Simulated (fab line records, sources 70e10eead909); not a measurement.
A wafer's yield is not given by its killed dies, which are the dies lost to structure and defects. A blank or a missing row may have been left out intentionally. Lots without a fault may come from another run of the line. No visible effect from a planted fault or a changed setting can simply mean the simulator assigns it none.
Which tool was responsible? -- flow nandHarc -- 19 wafers from 7 lots sampled at 4 of the route's 1159 steps

## WHAT THE GAUGES SHOWED, per wafer
NHARC_A_ONON_D1_THK_MEAS_24: measures by ellipsometry.
lot,measured,on,thkNm (nm)
L405,day 8 15:44,filmMetro-01,1012 1014 1012
L408,day 9 16:07,filmMetro-01,995 997 996
L410,day 9 15:53,filmMetro-01,1000 1000 1002
L414,day 11 04:58,filmMetro-01,997 996 994
L417,day 11 20:18,filmMetro-02,986 989 988
L419,day 12 04:17,filmMetro-02,1001 999 999
L426,day 13 11:30,filmMetro-01,1749 1747

## EACH LOT AND THE TOOL THAT RAN IT (in order: tool; ch and the chambers of the sampled wafers; start)
lot,NHARC_A_ZERO_WELL_ETCH_13,NHARC_A_ZERO_WELL_RTA_16,NHARC_A_ONON_D1_DEP_22
L405,"rieSi-01 ch 1,2, day 7 04:59","rtpAnneal-02 ch 0, day 7 05:55","pecvdOnon-04 ch 0, day 8 15:17"
L408,"rieSi-02 ch 0,1,2, day 8 03:44","rtpAnneal-02 ch 0, day 8 04:36","pecvdOnon-04 ch 0, day 9 15:35"
L410,"rieSi-03 ch 1,3, day 8 09:07","rtpAnneal-02 ch 0, day 8 10:02","pecvdOnon-03 ch 0, day 9 15:26"
L414,"rieSi-02 ch 1,3, day 9 16:32","rtpAnneal-01 ch 0, day 9 17:29","pecvdOnon-03 ch 0, day 11 04:32"
L417,"rieSi-01 ch 0,1, day 10 07:19","rtpAnneal-02 ch 0, day 10 08:13","pecvdOnon-03 ch 0, day 11 19:47"
L419,"rieSi-03 ch 1,2,3, day 10 20:35","rtpAnneal-02 ch 0, day 10 21:29","pecvdOnon-04 ch 0, day 12 03:46"
L426,"rieSi-03 ch 3, day 12 02:51","rtpAnneal-01 ch 0, day 12 04:05","pecvdOnon-01 ch 0, day 13 10:59"
- NHARC_A_ZERO_WELL_ETCH_13: etches the open film in HBr/Cl2, target depth 120 nm, time 40.1 s.
- NHARC_A_ZERO_WELL_RTA_16: time 10 s.
- NHARC_A_ONON_D1_DEP_22: target thk 1000 nm.

## THE ANSWER, worked out from the rows above alone
Rule: the usual values come from the lots themselves. Put in order of their means at a reading, lots are off if they are a third of the lots or fewer, leave a main group of 4 or more, and stand apart from it by a gap of 3 or more times the standard deviation of the main group's means; of several such gaps the widest counts. If all means in a main group match to the digits the tables above print for the reading, that group is not used. Also off: a lot with no number at a reading for which 4 or more lots have one. Where the step has rows for the other lots, those lots are counted as sound.
Off: L426, at NHARC_A_ONON_D1_THK_MEAS_24 (thkNm). Mean 999 nm and standard deviation 7.5 in the main group.
If a tool, at a process step before that reading, ran all the lots that are off and no sound lot after the first of them, it fits. The gauges at NHARC_A_ONON_D1_THK_MEAS_24 are tried like those tools. Can't be told from this: 4 tools fit, rieSi-03 at NHARC_A_ZERO_WELL_ETCH_13, rtpAnneal-01 at NHARC_A_ZERO_WELL_RTA_16, pecvdOnon-01 at NHARC_A_ONON_D1_DEP_22, filmMetro-01 at NHARC_A_ONON_D1_THK_MEAS_24.

## WHAT THE SIMULATOR PUT IN
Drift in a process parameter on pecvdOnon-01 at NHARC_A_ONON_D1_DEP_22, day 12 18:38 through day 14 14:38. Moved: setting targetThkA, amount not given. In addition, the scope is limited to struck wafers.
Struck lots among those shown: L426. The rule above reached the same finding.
